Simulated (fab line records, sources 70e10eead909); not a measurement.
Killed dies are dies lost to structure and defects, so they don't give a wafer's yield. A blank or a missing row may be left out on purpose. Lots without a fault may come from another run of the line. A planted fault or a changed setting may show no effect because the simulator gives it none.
A struck lot beside a sound one | flow nand_harc | 14 steps out of a route of 1302
Sound: wafers L774.2, L774.3, L774.4. Struck: wafer L776.5. (L776.1, L776.3 of the same lot were not struck and are left out.) The cause comes at the end.
At each step with rows: each side's tool, then ch and its chambers, then its first start. Under that, the readings that differ: sound wafers | struck wafers | difference of the means | sigmas: that difference in standard deviations of wafers without a fault.
alike: readings whose means differ by less than 2 such deviations, and words and numbers that are the same on both sides. not compared: withheld readings, readings that some wafer has no value for, bounds like >300 that may hide the same value, and numbers for which the record gives no deviation and whose values overlap.
The two part at a step that has a row with sigmas, a row that says differs or no value, or rows on one side only. Numbers that don't overlap but have no deviation are shown without sigmas and don't part them. A reading that every wafer of one side lacks parts them only if that side has two wafers or more.

NHARC_A_CONTACT_DESCUM_13: chemistry O2, time 3 s.
  sound on rie_diel-04 ch 0,1,3, day 28 09:05; struck on rie_diel-03 ch 1, day 28 16:38
  reading                     | sound       | struck | difference | sigmas
  drypump_motor_current_A (A) | 5.9 4.9 5.7 | 6.7    | +1.2       | +2
  alike: chamber_pressure_mTorr, oes_product_au, rf_vpp_V, showerhead_plenum_p_Torr, throttle_valve_pct
  not compared: rf_hours_counter_h
NHARC_A_CONTACT_ETCH_88: etches the open film in CF4, target depth 39 nm, time 65 s.
  sound on rie_diel-04 ch 0,1,2, day 28 09:10; struck on rie_diel-03 ch 3, day 28 16:43
  alike: chamber_pressure_mTorr, drypump_motor_current_A, oes_product_au, rf_vpp_V, run_length_s, showerhead_plenum_p_Torr, throttle_valve_pct
  not compared: rf_hours_counter_h
then, 5 steps without rows for these wafers: NHARC_A_CONTACT_ETCH_89 (etches the open film in N2/H2, target depth 260 nm, time 475.3 s); NHARC_A_CONTACT_ETCH_30 (etches the open film in CF4/CHF3, target depth 72.6 nm, time 36.3 s); NHARC_A_CONTACT_ETCH_31 (etches the open film in O2/COS, target depth 2800 nm, time 728 s); NHARC_A_CONTACT_ETCH_134 (etches the open film in C4F8/O2/Ar, time 140 s, target depth 700 nm); NHARC_A_CONTACT_ETCH_135 (etches the open film in C4F8/O2/Ar, time 311 s, target depth 1912 nm).
NHARC_A_CONTACT_ETCH_136: etches the open film in C4F8/O2/Ar, time 311 s, target depth 1912 nm.
  sound on har_cap_etch-01 ch 0,1, day 28 10:49; struck on har_cap_etch-03 ch 1, day 28 18:16
  alike: chamber_pressure_mTorr, oes_air_line_au
  not compared: rf_hours_counter_h, run_length_s
then, 2 steps without rows for these wafers: NHARC_A_CONTACT_ETCH_137 (etches the open film in C4F8/O2/Ar, time 311 s, target depth 1912 nm); NHARC_A_CONTACT_ETCH_138 (etches the open film in C4F8/O2/Ar, time 311 s, target depth 1914 nm).
NHARC_A_CONTACT_ETCH_139: etches the open film in C4F8/O2/Ar, time 195 s, target depth 840 nm.
  sound on har_cap_etch-01 ch 0,1, day 28 11:39; struck on har_cap_etch-03 ch 1, day 28 19:05
  alike: chamber_pressure_mTorr, oes_air_line_au, run_length_s
  not compared: rf_hours_counter_h
NHARC_A_CONTACT_ETCH_92: etches the open film in CH3F/O2, target depth 40 nm, time 85.7 s.
  sound on rie_diel-08 ch 0,1,2, day 28 12:14; struck on rie_diel-03 ch 2, day 28 19:35
  alike: chamber_pressure_mTorr, drypump_motor_current_A, oes_product_au, rf_vpp_V, run_length_s, showerhead_plenum_p_Torr, throttle_valve_pct
  not compared: rf_hours_counter_h
NHARC_A_CONTACT_ETCH_98: etches the open film in C4F6/O2, target depth 20 nm, time 10 s.
  sound on rie_diel-08 ch 1,2,3, day 28 12:22; struck on rie_diel-03 ch 3, day 28 19:44
  reading          | sound             | struck | difference | sigmas
  run_length_s (s) | 30.99 31.24 31.18 | 27.73  | -3.41      | -13
  alike: chamber_pressure_mTorr, drypump_motor_current_A, oes_product_au, rf_vpp_V, showerhead_plenum_p_Torr, throttle_valve_pct
  not compared: rf_hours_counter_h
NHARC_A_CONTACT_CD_MEAS_15:
  sound on cd_sem-01, day 28 12:27; struck on cd_sem-01, day 28 19:49
  reading    | sound             | struck | difference | sigmas
  cd_nm (nm) | 188.7 188.9 189.1 | 190.8  | +1.9       | +3

WHERE THEY PART
First at NHARC_A_CONTACT_DESCUM_13; last, within this record, at NHARC_A_CONTACT_CD_MEAS_15.

WHY: what the simulator had put in
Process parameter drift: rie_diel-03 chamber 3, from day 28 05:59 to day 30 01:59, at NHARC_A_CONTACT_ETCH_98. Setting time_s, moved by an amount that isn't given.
